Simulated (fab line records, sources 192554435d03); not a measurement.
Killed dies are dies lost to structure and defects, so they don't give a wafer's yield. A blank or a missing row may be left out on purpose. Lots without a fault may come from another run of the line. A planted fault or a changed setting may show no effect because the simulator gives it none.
A struck lot beside a sound one | flow n5_finfet | 39 steps out of a route of 1938
Sound: wafers L201.2, L201.4, L201.6. Struck: wafers L210.1, L210.2, L210.6. The cause comes at the end.
At each step with rows: each side's tool, then ch and its chambers, then its first start. Under that, the readings that differ: sound wafers | struck wafers | difference of the means | sigmas: that difference in standard deviations of wafers without a fault.
alike: readings whose means differ by less than 2 such deviations, and words and numbers that are the same on both sides. not compared: withheld readings, readings that some wafer has no value for, bounds like >300 that may hide the same value, and numbers for which the record gives no deviation and whose values overlap.
The two part at a step that has a row with sigmas, a row that says differs or no value, or rows on one side only. Numbers that don't overlap but have no deviation are shown without sigmas and don't part them. A reading that every wafer of one side lacks parts them only if that side has two wafers or more.

first, 2 steps without rows for these wafers: N5_HKMG_FIN_ALD_71 (deposits TiN, target thk 1 nm, pulse time 1 s, purge time 3 s); N5_HKMG_FIN_COAT_66 (time 60 s, resist thk 300 nm).
N5_HKMG_FIN_ETCH_67: etches SOC in N2/H2, stops on TiN, target depth 388.9 nm.
  sound on rie_diel-04 ch 0,1, day 6 15:29; struck on rie_diel-04 ch 2,3, day 8 20:34
  alike: drypump_motor_current_A, oes_product_au, rf_vpp_V, showerhead_plenum_p_Torr, throttle_valve_pct
  not compared: rf_hours_counter_h
then, 4 steps without rows for these wafers: N5_HKMG_FIN_STRIP_90 (strips SOC in N2/H2, time 20 s); N5_HKMG_FIN_WET_ETCH_73 (etches the open film in SC1, time 42.3 s, target depth 1.3 nm, rinse time 30 s); N5_HKMG_FIN_ETCHBACK_68 (etches the open film in Cl2/Ar, stops on HfO2, target depth 0.5 nm); N5_HKMG_FIN_STRIP_69 (strips in N2/H2, time 360 s).
N5_HKMG_FIN_ALD_21: deposits TiN, target thk 1.5 nm, pulse time 1 s, purge time 3 s.
  sound on ald_metal-03 ch 0,3, day 6 16:14; struck on ald_metal-02 ch 0,2, day 8 21:19
  alike: heater_power_w, precursor_pulse_height_rel
then, 4 steps without rows for these wafers: N5_HKMG_FIN_ALD_72 (deposits W, target thk 2 nm, pulse time 1 s, purge time 2 s); N5_HKMG_FIN_W_FILL_22 (material W, target thk 60 nm, time 18.2 s); N5_HKMG_FIN_PRECLEAN_83 (cleans in DIW, time 57.5 s); N5_HKMG_FIN_SRD_84 (dry time 32 s).
N5_HKMG_FIN_CMP_23: polishes, stops on SiNx, t overpolish 10 s, target thk 46.326 nm.
  sound on cmp-04 ch 0,1,2, day 6 16:53; struck on cmp-03 ch 1,3, day 8 21:55
  alike: edge_zone_pressure_frac, motor_current_A, overpolish_run_s, platen_rpm, retaining_ring_pressure_frac, time_to_endpoint_s
then, 2 steps without rows for these wafers: N5_HKMG_FIN_CMP_94 (polishes, stops on SiNx, t overpolish 4.7 s, target thk 43.299 nm); N5_GATE_CUT_ETCHBACK_00 (etches W in SF6/Cl2).
N5_GATE_CUT_ETCH_56: etches TiN in Cl2/Ar, target depth 21.6 nm.
  sound on rie_metal-03 ch 0,1, day 6 17:46; struck on rie_metal-01 ch 0,1, day 8 22:43
  alike: drypump_motor_current_A, he_backside_leak_sccm, oes_product_au, throttle_valve_pct
  not compared: rf_hours_counter_h
then, 7 steps without rows for these wafers: N5_GATE_CUT_ETCHBACK_30 (etches TiN in Cl2/Ar, target depth 3 nm); N5_GATE_CUT_VAPOR_ETCH_60 (etches HfO2 in BCl3/Cl2); N5_GATE_CUT_ETCH_58 (etches SiNx in CH3F/O2, target depth 17 nm, time 128.6 s); N5_GATE_CUT_STRIP_59 (strips in N2/H2, time 20 s); N5_GATE_CUT_PRECLEAN_31 (cleans in DIW, time 300 s); N5_GATE_CUT_SRD_32 (time 30 s); N5_GATE_CUT_SAC_CAP_01 (material SiNx, target thk 24 nm, pulse time 1 s, ald cycles 480).
N5_GATE_CUT_PECVD_57: deposits SiNx from SiH4/NH3/N2, target thk 21 nm.
  sound on pecvd-02 ch 1,2, day 6 20:26; struck on pecvd-02 ch 0,1, day 9 01:23
  reading                | sound          | struck         | difference | sigmas
  throttle_valve_pct (%) | 36.3 40.4 36.4 | 42.5 40.1 42.9 | +4.1       | +2
  alike: heater_power_w, showerhead_plenum_p_Torr
then, 1 step without rows for these wafers: N5_GATE_CUT_CMP_02 (polishes, stops on SiO2, t overpolish 12.7 s, target thk 0 nm).
N5_GATE_CUT_HM_DEP_46: deposits SiO2 from TEOS/O2, target thk 130 nm, time 26.6 s.
  sound on pecvd-01 ch 0,2, day 6 20:51; struck on pecvd-03 ch 0,2, day 9 01:50
  alike: heater_power_w, showerhead_plenum_p_Torr, throttle_valve_pct
then, 9 steps without rows for these wafers: N5_GATE_CUT_COAT_34 (time 60 s, resist thk 60 nm); N5_GATE_CUT_COAT_35 (time 60 s, resist thk 10 nm); N5_GATE_CUT_COAT_27 (time 60 s, resist thk 10 nm); N5_GATE_CUT_COAT_07 (resist thk 30 nm); N5_GATE_CUT_EBR_09; N5_GATE_CUT_SOFTBAKE_08 (time 60 s); N5_GATE_CUT_EXPOSE_10 (exposes mask GATE CUT, target cd 20 nm); N5_GATE_CUT_PEB_11 (peb time 60 s); N5_GATE_CUT_DEVELOP_12 (develop time 30 s).
N5_GATE_CUT_CD_MEAS_13: target cd 20 nm.
  sound on cd_sem-03 ch 0, day 6 21:11; struck on cd_sem-01 ch 0, day 9 02:17
  alike: cd_nm
N5_GATE_CUT_OVL_MEAS_14:
  sound on overlay-01 ch 0, day 6 21:13; struck on overlay-02 ch 0, day 9 02:19
  alike: GATE_CUT_OVL
then, 1 step without rows for these wafers: N5_GATE_CUT_DESCUM_18 (chemistry O2, time 7 s).
-- the record jumps here: 9 days lie between the struck wafers' starts before and after (it left off in module GATE_CUT and takes up again in module PASSIVATION, whose first step shown is number 1936 of the route) --
N5_PASSIVATION_PROBE_49:
  sound on prober-02, day 16 18:43; struck on prober-01, day 18 14:04
  reading                  | sound | struck         | difference | sigmas
  defect_limited_yield (%) | 93.6  | 44.3 42.5 45.7 | -49.4      | -35
  killed_at_front_end      | 31    | 611 615 597    | +577       | +58
  killed_dies              | 76    | 657 678 641    | +583       | +34
  killed_on_rim            | 9     | 93 86 82       | +78        | +18
  sort_bin_5_function (%)  | 3.4   | 34.9 36.6 35.8 | +32.4      | +33
  sort_bin_6_memory (%)    | 2.4   | 17.4 16.4 15.1 | +13.9      | +21
  sort_n_pass              | 1104  | 523 502 539    | -583       | -34
  sort_yield_pct (%)       | 93.6  | 44.3 42.5 45.7 | -49.4      | -35
  alike: killed_at_M0_to_M3, killed_at_M4_up, killed_at_contacts, killed_at_other, killed_open, killed_short

WHERE THEY PART
First at N5_GATE_CUT_PECVD_57; last, within this record, at N5_PASSIVATION_PROBE_49.

WHY: what the simulator had put in
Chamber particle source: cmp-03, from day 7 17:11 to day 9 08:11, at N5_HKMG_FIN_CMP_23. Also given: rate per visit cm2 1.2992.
